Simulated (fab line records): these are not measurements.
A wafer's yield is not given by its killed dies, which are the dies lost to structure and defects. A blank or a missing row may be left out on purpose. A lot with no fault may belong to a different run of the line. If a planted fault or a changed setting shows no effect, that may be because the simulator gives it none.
fab line records + flow n5_finfet
record
- lots=5
- wafers=13
- last_day=20
route steps=1938 shown MIM_BOT_LITHO@1861 MIM_BOT_ETCH@1866 PASS1_CAP@1873 TV_LITHO@1875 TV_OPEN@1887 PASSIVATION@1936
lots that met no fault: from a run of the same line without faults
start_h: start of the lot's first displayed wafer, in hours after the record's first day + wait_h: hours from the lot's prior step to this one + " as in the row above + L1.1+2: a row that stands for several wafers + - value missing, or start not given + * or withheld: withheld + < > ~ a bound
route shown NAME@n: names a module that has steps shown in the file, with the first one's number in the route + usual: mean and standard deviation over wafers with no fault + same: alike in all rows + chamber/n: place in a boat + sites: the reading at each site + _std_site: how widely they spread, as a standard deviation + _edge_site: mean of outer sites minus mean of inner sites + radius_mm: how far each site lies from the wafer's centre + mask NAME#n: copy n + behind: tool/chamber where the wafer was last shaped + hold: reason for holding the lot/hours on hold/outcome of the hold + device: transistor that didn't switch, given as n, p or np + end of line: at the end of the route, the tests of the same wafers + a step given without rows: its recipe and nothing more + killed: the dies lost at the first sort to structure and to defects; this is not the yield of the wafer + map: a wafer's dies, marking killed ones x, the rest . and places with no die _
set.NAME: the setting the step ran with; set.NAME@STEP: the setting that earlier step ran with + model.NAME: the simulator's own value behind a step, which no gauge read
lots seen at some steps along the route; tables by step, rows by wafer
services: when a tool's chamber went out of use (start_h, in hours from the record's first day, below 0 if earlier), for how many hours, and the reason
## steps
# step N5_MIM_BOT_LITHO_HARDBAKE_09
# recipe
- temp_c=130
- time_s=120
# step N5_MIM_BOT_LITHO_DESCUM_10
# recipe
- chemistry=O2
- time_s=7.9
- source_power_w=50
- bias_power_w=20
- pressure_mtorr=20
- rf_frequency_hz=2.712e+07
- temp_c=40
- o2_flow_sccm=225
# step N5_MIM_BOT_ETCH_ETCH_04
# recipe
- chemistry=CF4/O2
- target=SiNx
- target_depth_a=260
- time_s=13
- ion_energy_ev=100
- pressure_mtorr=40
- source_w=535
- bias_w=49
- Ar_flow_sccm=100
- cf4_flow_sccm=100
- O2_flow_sccm=10
# step N5_MIM_BOT_ETCH_ETCH_03
# recipe
- chemistry=Cl2/BCl3
- target_depth_a=120
- pressure_mtorr=8
- icp_w=800
- bias_w=100
- Cl2_flow_sccm=20
- bcl3_flow_sccm=80
# step N5_MIM_BOT_ETCH_ETCH_00
# recipe
- chemistry=Cl2/BCl3
- target=TiN
- target_depth_a=455
- ion_energy_ev=150
- pressure_mtorr=10
- icp_w=1000
- bias_w=126
- Cl2_flow_sccm=53.25
- bcl3_flow_sccm=21.75
- Ar_flow_sccm=25
# step N5_MIM_BOT_ETCH_STRIP_01
# recipe
- chemistry=O2
- power_w=600
- temp_c=60
- pressure_mtorr=30
- rf_frequency_hz=6e+07
- bias_power_w=0
- overash_fraction=0.5
- o2_flow_sccm=225
# step N5_MIM_BOT_ETCH_STRIP_02
# recipe
- chemistry=post_etch_residue_remover
- time_s=1200
- temp_c=72.5
# step N5_MIM_BOT_ETCH_CLEAN_05
# recipe
- chemistry=IPA
- time_s=180
- temp_c=25
# step N5_MIM_BOT_ETCH_SRD_06
# recipe
- dry=ipa_marangoni
- time_s=30
- temp_c=23
- rinse_liquid=diw
# step N5_PASSIVATION_PECVD_55
# recipe
- material=SiO2
- target_thk_a=4000
- temp_c=400
- precursor=SiH4/N2O
- pressure_torr=2.7
- rf_w=608
- time_s=22.5
# usual
- heater_power_w=720/93
- rf_fwd_power_W=599.4/2.7
- showerhead_plenum_p_Torr=8.12/0.096
- throttle_valve_pct=52.3/2.9
| lot.wafer | tool     | chamber | start_h | wait_h | heater_power_w | rf_fwd_power_W | showerhead_plenum_p_Torr | throttle_valve_pct | model.SiO2_of_PASSIVATION_PECVD_55.thk_nm |
|-----------|----------|---------|---------|--------|----------------|----------------|--------------------------|--------------------|-------------------------------------------|
| L428.2    | pecvd-01 | 2       | 306.90  | 0.0    | 643            | 599.4          | 8.23                     | 48.7               | 397.8                                     |
| L428.3    | "        | 1       | "       | "      | 702            | 600.2          | 8.13                     | 52.5               | 395.8                                     |
| L428.6    | "        | 1       | "       | "      | 712            | 598.3          | 8.13                     | 52.7               | 398.2                                     |
| L439.4    | pecvd-01 | 0       | 407.11  | 0.0    | 777            | -              | 8.03                     | 53.9               | 346.4                                     |
| L439.6    | "        | 1       | "       | "      | 746            | 601.5          | 8.12                     | 52.8               | 395                                       |
| L440.1    | pecvd-01 | 0       | 412.78  | 0.0    | 851            | 600.5          | 8.03                     | 53.8               | 394                                       |
| L440.4    | "        | 2       | "       | "      | 729            | -              | 8.26                     | 49.2               | 354.4                                     |
| L443.3    | pecvd-01 | 2       | 420.47  | 0.0    | 773            | 598.7          | 8.24                     | 49.2               | 401.8                                     |
| L443.4    | "        | 0       | "       | "      | 816            | -              | 8.03                     | 54.0               | 349.2                                     |
| L443.5    | "        | 1       | "       | "      | 715            | -              | 8.11                     | 52.7               | 346.4                                     |
| L447.3    | pecvd-04 | 2       | 464.87  | 0.0    | 899            | 602.4          | 7.97                     | 49.9               | 398.8                                     |
| L447.5    | "        | 0       | "       | "      | 535            | 602.7          | 8.13                     | 53.5               | 404.8                                     |
| L447.6    | "        | 1       | "       | "      | 653            | 593.8          | 8.11                     | 57.8               | 414.6                                     |
# step N5_PASSIVATION_PECVD_01
# recipe
- material=SiNx
- target_thk_a=2000
- temp_c=400
- precursor=SiH4/NH3/N2
- pressure_torr=4.9
- rf_w=1406
- time_s=43.2
# step N5_PASSIVATION_HMDS_03
# recipe
- time_s=60
- temp_c=120
# step N5_PASSIVATION_COAT_04
# recipe
- spin_rpm=*
- resist_thk_nm=*
# step N5_PASSIVATION_EBR_06
# recipe
- solvent=PGMEA
- ebr_width_mm=1.5
# step N5_PASSIVATION_SOFTBAKE_05
# recipe
- temp_c=100
- time_s=90
# step N5_PASSIVATION_EXPOSE_07
# recipe
- mask_id=TV
- na=0.55
- source_shape=conventional
- sigma_outer=0.8
- polarization=unpolarized
- defocus_nm=0
- target_cd_nm=3000
- dose_mj=22.75
# step N5_PASSIVATION_PEB_08
# recipe
- peb_temp_c=withheld
- peb_time_s=*
# step N5_PASSIVATION_DEVELOP_09
# recipe
- develop_time_s=60
- rinse_liquid=diw
- dry=air_spin
- dev_temp_c=21
# step N5_PASSIVATION_HARDBAKE_11
# recipe
- temp_c=130
- time_s=120
# step N5_PASSIVATION_DESCUM_12
# recipe
- chemistry=O2
- time_s=7.9
- source_power_w=50
- bias_power_w=20
- pressure_mtorr=20
- rf_frequency_hz=2.712e+07
- temp_c=40
- o2_flow_sccm=225
# step N5_PASSIVATION_PASS_ETCH_74
# recipe
- chemistry=CF4/O2
- target=SiNx
- target_depth_a=2200
- time_s=110
- ion_energy_ev=100
- pressure_mtorr=40
- source_w=535
- bias_w=49
- Ar_flow_sccm=100
- cf4_flow_sccm=100
- O2_flow_sccm=10
# step N5_PASSIVATION_VIA_ETCH_13
# recipe
- chemistry=CHF3/O2
- target=SiO2
- target_depth_a=6600
- CHF3_flow_sccm=50
- O2_flow_sccm=5
- Ar_flow_sccm=200
- time_s=330
- mask_material=PR
- pressure_mtorr=30
- source_w=650
- bias_w=170
- ion_energy_ev=200
- ends=cleared
# usual
- drypump_motor_current_A=5.6/0.48
- etch_rf_on_time_s=234/5.7
- oes_product_au=0.75/0.087
- rf_fwd_power_W=647.7/2
- rf_vpp_V=530/6.1
- showerhead_plenum_p_Torr=2.43/0.087
- throttle_valve_pct=18.71/0.27
| lot.wafer | tool        | chamber | start_h | wait_h | drypump_motor_current_A | etch_rf_on_time_s | oes_product_au | rf_fwd_power_W | rf_hours_counter_h | rf_vpp_V | showerhead_plenum_p_Torr | throttle_valve_pct | model.coat_of_PASSIVATION_COAT_04.thk_nm |
|-----------|-------------|---------|---------|--------|-------------------------|-------------------|----------------|----------------|--------------------|----------|--------------------------|--------------------|------------------------------------------|
| L428.2    | rie_diel-05 | 3       | 308.89  | 0.0    | 4.9                     | 238               | 0.86           | 652.9          | 4                  | 539      | 2.47                     | 18.56              | *                                        |
| L428.3    | "           | 2       | "       | "      | 5.5                     | 226               | 0.85           | 648.1          | 21                 | 532      | 2.56                     | 18.65              | *                                        |
| L428.6    | "           | 2       | "       | "      | 5.6                     | 229               | 0.83           | 645.3          | -                  | 533      | 2.56                     | 18.64              | *                                        |
| L439.4    | rie_diel-05 | 3       | 409.48  | 0.3    | 4.9                     | 206               | 0.83           | 646.0          | 26                 | 537      | 2.46                     | 18.62              | *                                        |
| L439.6    | "           | 3       | "       | "      | 4.9                     | 238               | 0.81           | 649.4          | -                  | 538      | 2.46                     | 18.60              | *                                        |
| L440.1    | rie_diel-03 | 1       | 416.24  | 0.0    | 6.4                     | 232               | 0.75           | 647.8          | 66                 | 523      | 2.35                     | 18.49              | *                                        |
| L440.4    | "           | 0       | "       | "      | 5.1                     | 204               | 0.87           | 646.4          | 12                 | 537      | 2.45                     | 18.50              | *                                        |
| L443.3    | rie_diel-02 | 0       | 421.34  | 0.0    | 5.0                     | 231               | 0.81           | 649.3          | 42                 | 532      | 2.45                     | 18.27              | *                                        |
| L443.4    | "           | 1       | "       | "      | 6.5                     | 208               | 0.64           | 653.7          | -                  | 527      | 2.30                     | 19.15              | *                                        |
| L443.5    | "           | 0       | "       | "      | 5.0                     | 201               | 0.80           | 647.1          | -                  | 530      | 2.45                     | 18.28              | *                                        |
| L447.3    | rie_diel-02 | 0       | 468.48  | 0.0    | 5.0                     | 230               | 0.78           | 648.2          | 56                 | 530      | 2.44                     | 18.29              | *                                        |
| L447.5    | "           | 1       | "       | "      | 6.4                     | 245               | 0.62           | 649.2          | -                  | 528      | 2.30                     | 19.18              | *                                        |
| L447.6    | "           | 2       | "       | "      | 5.6                     | 242               | 0.86           | 647.7          | -                  | 530      | 2.44                     | 18.35              | *                                        |
# step N5_PASSIVATION_STRIP_14
# recipe
- chemistry=O2
- power_w=600
- temp_c=60
- pressure_mtorr=30
- rf_frequency_hz=6e+07
- bias_power_w=0
- overash_fraction=0.5
- o2_flow_sccm=225
# step N5_PASSIVATION_PROBE_49
# usual
- defect_limited_yield=91.3/1.4
- killed_at_M0_to_M3=34/10
- killed_at_M4_up=14/5.5
- killed_at_contacts=12/6
- killed_at_front_end=40/10
- killed_at_other=3.0/2.4
- killed_dies=103/17
- killed_open=68/13
- killed_short=34/7.8
- sort_bin_4_leakage=0.00/0.014
- sort_bin_5_function=5.1/0.97
- sort_bin_6_memory=3.3/0.66
- sort_n_pass=1077/17
- sort_yield_pct=91.2/1.4
# same
- gross_dies=1180
- killed_at_back_side=0
- sort_bin_8_speed[%]=0
| lot.wafer | tool      | chamber | start_h | wait_h | defect_limited_yield[%] | killed_at_M0_to_M3 | killed_at_M4_up | killed_at_contacts | killed_at_front_end | killed_at_other | killed_dies | killed_open | killed_short | sort_bin_4_leakage[%] | sort_bin_5_function[%] | sort_bin_6_memory[%] | sort_n_pass | sort_yield_pct[%] |
|-----------|-----------|---------|---------|--------|-------------------------|--------------------|-----------------|--------------------|---------------------|-----------------|-------------|-------------|--------------|-----------------------|------------------------|----------------------|-------------|-------------------|
| L428.2    | prober-01 | -       | 315.71  | 0.1    | 90.0                    | 37                 | 9               | 19                 | 50                  | 3               | 118         | 77          | 39           | 0                     | 5.7                    | 4.0                  | 1062        | 90.0              |
| L428.3    | prober-01 | -       | 315.76  | 0.1    | 89.8                    | 44                 | 28              | 2                  | 42                  | 4               | 120         | 75          | 45           | 0                     | 6.0                    | 3.9                  | 1060        | 89.8              |
| L428.6    | prober-01 | -       | 315.91  | 0.3    | 92.0                    | 35                 | 14              | 20                 | 23                  | 2               | 94          | 62          | 29           | 0                     | 5.2                    | 2.6                  | 1086        | 92.0              |
| L439.4    | prober-01 | -       | 416.75  | 0.2    | 91.4                    | 41                 | 5               | 8                  | 43                  | 4               | 101         | 52          | 48           | 0                     | 4.9                    | 3.3                  | 1079        | 91.4              |
| L439.6    | prober-01 | -       | 416.85  | 0.3    | 91.4                    | 33                 | 13              | 8                  | 47                  | 1               | 102         | 67          | 30           | 0                     | 5.1                    | 3.0                  | 1078        | 91.4              |
| L440.1    | prober-01 | -       | 423.29  | 0.0    | 91.3                    | 29                 | 17              | 22                 | 34                  | 1               | 103         | 75          | 27           | 0                     | 5.2                    | 3.3                  | 1077        | 91.3              |
| L440.4    | prober-01 | -       | 423.44  | 0.2    | 89.9                    | 49                 | 19              | 12                 | 38                  | 1               | 119         | 75          | 44           | 0                     | 5.9                    | 3.7                  | 1061        | 89.9              |
| L443.3    | prober-01 | -       | 428.16  | 0.1    | 89.9                    | 29                 | 21              | 22                 | 45                  | 2               | 119         | 69          | 42           | 0.17                  | 6.4                    | 3.1                  | 1059        | 89.7              |
| L443.4    | prober-01 | -       | 428.21  | 0.2    | 91.5                    | 39                 | 14              | 11                 | 28                  | 8               | 100         | 64          | 32           | 0                     | 4.9                    | 3.3                  | 1080        | 91.5              |
| L443.5    | prober-01 | -       | 428.26  | 0.2    | 91.4                    | 34                 | 12              | 10                 | 44                  | 1               | 101         | 65          | 28           | 0                     | 4.5                    | 3.6                  | 1079        | 91.4              |
| L447.3    | prober-02 | -       | 475.40  | 0.1    | 89.2                    | 44                 | 6               | 19                 | 49                  | 9               | 127         | 79          | 46           | 0                     | 6.4                    | 3.8                  | 1053        | 89.2              |
| L447.5    | prober-02 | -       | 475.50  | 0.2    | 91.8                    | 34                 | 10              | 7                  | 42                  | 4               | 97          | 55          | 41           | 0                     | 4.6                    | 3.0                  | 1083        | 91.8              |
| L447.6    | prober-02 | -       | 475.55  | 0.3    | 91.3                    | 21                 | 12              | 16                 | 49                  | 5               | 103         | 66          | 37           | 0                     | 5.0                    | 3.6                  | 1077        | 91.3              |
# killed by level:class
L428.2 MOL_CONTACT_COAG:geometric_particle:open=13 STI_FIN_REVEAL:geometric_particle:open=12 FIN_SAQP:geometric_particle:open=8 BEOL_M1:geometric_particle:open=8 FIN_SAQP:geometric_particle:short=6 DUMMY_GATE:geometric_particle:open=5 GATE_CUT:geometric_particle:short=5 BEOL_M3:geometric_particle:open=5
L428.3 BEOL_M4:geometric_particle:open=14 BEOL_M1:geometric_particle:open=13 STI_FIN_REVEAL:geometric_particle:open=10 BEOL_M0_SAQP:geometric_particle:short=9 FIN_SAQP:geometric_particle:short=8 GATE_CUT:geometric_particle:short=6 BEOL_M3:geometric_particle:short=6 BEOL_M5:geometric_particle:open=6
L428.6 MOL_CONTACT_COAG:geometric_particle:open=16 BEOL_M0:geometric_particle:open=8 BEOL_M2:geometric_particle:open=6 FIN_SAQP:geometric_particle:short=5 BEOL_M0_SAQP:geometric_particle:short=5 FIN_SAQP:geometric_particle:open=4 BEOL_M5:geometric_particle:open=4 BEOL_M1:geometric_particle:open=4
L439.4 FIN_SAQP:geometric_particle:short=14 BEOL_M3:geometric_particle:open=11 BEOL_M0_SAQP:geometric_particle:short=9 MOL_CONTACT_COAG:geometric_particle:open=7 BEOL_M0_SAQP:geometric_particle:open=6 DUMMY_GATE:geometric_particle:open=5 GATE_CUT:geometric_particle:short=5 FIN_SAQP:geometric_particle:open=4
L439.6 STI_FIN_REVEAL:geometric_particle:open=12 BEOL_M3:geometric_particle:open=11 BEOL_M4:geometric_particle:open=9 FIN_SAQP:geometric_particle:short=8 FIN_SAQP:geometric_particle:open=8 MOL_CONTACT_COAG:geometric_particle:open=7 BEOL_M0_SAQP:geometric_particle:short=5 BEOL_M1:geometric_particle:open=5
L440.1 MOL_CONTACT_COAG:geometric_particle:open=20 BEOL_M2:geometric_particle:open=9 BEOL_M4:geometric_particle:open=9 BEOL_M0_SAQP:geometric_particle:open=6 GATE_CUT:geometric_particle:open=6 BEOL_M0_SAQP:geometric_particle:short=6 FIN_SAQP:geometric_particle:short=5 FIN_SAQP:geometric_particle:open=5
L440.4 BEOL_M0_SAQP:geometric_particle:open=13 BEOL_M2:geometric_particle:open=13 BEOL_M0_SAQP:geometric_particle:short=12 FIN_SAQP:geometric_particle:short=9 FIN_SAQP:geometric_particle:open=8 MOL_CONTACT_COAG:geometric_particle:open=8 BEOL_M4:geometric_particle:open=8 STI_FIN_REVEAL:geometric_particle:open=4
L443.3 GATE_CUT:geometric_particle:short=12 MOL_CONTACT_COAG:geometric_particle:open=12 MOL_CONTACT_COAG:geometric_particle:short=10 BEOL_M4:geometric_particle:open=8 BEOL_M3:geometric_particle:open=8 BEOL_M2:geometric_particle:open=7 FIN_SAQP:geometric_particle:open=6 STI_FIN_REVEAL:geometric_particle:open=6
L443.4 BEOL_M0_SAQP:geometric_particle:open=11 FIN_SAQP:geometric_particle:open=9 BEOL_M0_SAQP:geometric_particle:short=9 MOL_CONTACT_COAG:geometric_particle:open=7 BEOL_M2:geometric_particle:open=5 BEOL_M3:geometric_particle:open=5 BEOL_M4:geometric_particle:open=5 FIN_SAQP:geometric_particle:short=4
L443.5 BEOL_M1:geometric_particle:open=14 STI_FIN_REVEAL:geometric_particle:open=12 MOL_CONTACT_COAG:geometric_particle:open=7 FIN_SAQP:geometric_particle:open=6 BEOL_M4:geometric_particle:open=6 FIN_SAQP:geometric_particle:short=4 DUMMY_GATE:geometric_particle:open=4 BEOL_M0_SAQP:geometric_particle:short=4
L447.3 MOL_CONTACT_COAG:geometric_particle:open=17 FIN_SAQP:geometric_particle:short=13 STI_FIN_REVEAL:geometric_particle:open=11 BEOL_M2:geometric_particle:open=10 BEOL_M0_SAQP:geometric_particle:short=9 FIN_SAQP:geometric_particle:open=7 BEOL_M1:geometric_particle:open=7 BEOL_M3:geometric_particle:open=5
L447.5 FIN_SAQP:geometric_particle:short=11 BEOL_M1:geometric_particle:open=9 FIN_SAQP:geometric_particle:open=8 BEOL_M3:geometric_particle:short=7 DUMMY_GATE:geometric_particle:open=5 BEOL_M3:geometric_particle:open=5 STI_FIN_REVEAL:geometric_particle:open=4 MOL_CONTACT_COAG:geometric_particle:open=4
L447.6 FIN_SAQP:geometric_particle:open=14 STI_FIN_REVEAL:geometric_particle:open=12 MOL_CONTACT_COAG:geometric_particle:open=12 FIN_SAQP:geometric_particle:short=8 BEOL_M3:geometric_particle:short=7 GATE_CUT:geometric_particle:short=4 GATE_CUT:geometric_particle:open=4 MOL_CONTACT_COAG:geometric_particle:short=4
## services
| tool        | chamber | start_h | hours | kind                          |
|-------------|---------|---------|-------|-------------------------------|
| pecvd-04    | -       | 288.42  | 33.3  | repair                        |
| pecvd-04    | -       | 328.99  | 0.3   | repair                        |
| rie_diel-05 | 1       | 330.57  | 3.3   | repair                        |
| rie_diel-03 | 2       | 333.39  | 19.1  | repair                        |
| rie_diel-05 | -       | 333.75  | 0.4   | repair                        |
| pecvd-04    | 0       | 344.54  | 23.9  | repair                        |
| rie_diel-02 | 0       | 350.54  | 31.6  | repair                        |
| pecvd-01    | 1       | 372.80  | 5.0   | scheduled_down                |
| rie_diel-02 | 3       | 382.39  | -     | clean                         |
| rie_diel-02 | 3       | 382.39  | -     | consumable_replace:focus_ring |
| rie_diel-02 | 3       | 382.39  | -     | consumable_replace:showerhead |
| pecvd-04    | -       | 382.97  | 0.7   | repair                        |
| rie_diel-05 | -       | 385.81  | 4.3   | pm                            |
| rie_diel-03 | -       | 388.37  | 4.3   | pm                            |
| rie_diel-05 | 3       | 390.15  | 6.0   | repair                        |
| rie_diel-05 | 0       | 416.65  | 2.6   | repair                        |
| rie_diel-03 | 3       | 418.14  | 1.4   | repair                        |
| rie_diel-02 | -       | 427.79  | 2.8   | pm                            |
| rie_diel-02 | 1       | 430.95  | 4.9   | repair                        |
| rie_diel-02 | 3       | 438.89  | 3.2   | repair                        |
| rie_diel-02 | 2       | 440.26  | 5.5   | repair                        |
| rie_diel-05 | -       | 452.19  | 0.5   | repair                        |
| pecvd-01    | 2       | 464.91  | 2.2   | repair                        |
| pecvd-01    | 2       | 467.11  | 5.5   | scheduled_down                |
## key
first_sign
- step=N5_PASSIVATION_VIA_ETCH_13
- reading=etch_rf_on_time_s
- direction=down
- sigmas=5.2
- usual=*
- struck=*
effect none on later readings
model_effect
- step=N5_PASSIVATION_PECVD_55
- value=SiO2_of_PASSIVATION_PECVD_55.thk_nm
- without=400.2
- struck=349.1
model_effect
- step=N5_PASSIVATION_VIA_ETCH_13
- value=coat_of_PASSIVATION_COAT_04.thk_nm
- without=*
- struck=*
met_at N5_PASSIVATION_PECVD_55
struck_wafers L439.4,L440.4,L443.4,L443.5
onset_between 306.90 407.11
fault
- kind=process_parameter_drift
- tool=pecvd-01
- chamber=-
- onset_h=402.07
- steps=N5_PASSIVATION_PECVD_55
- channel=time_s
- offset=*
- shape=step
- end_h=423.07
- scope=struck_wafers_only
- acts_in=*
- stated=*
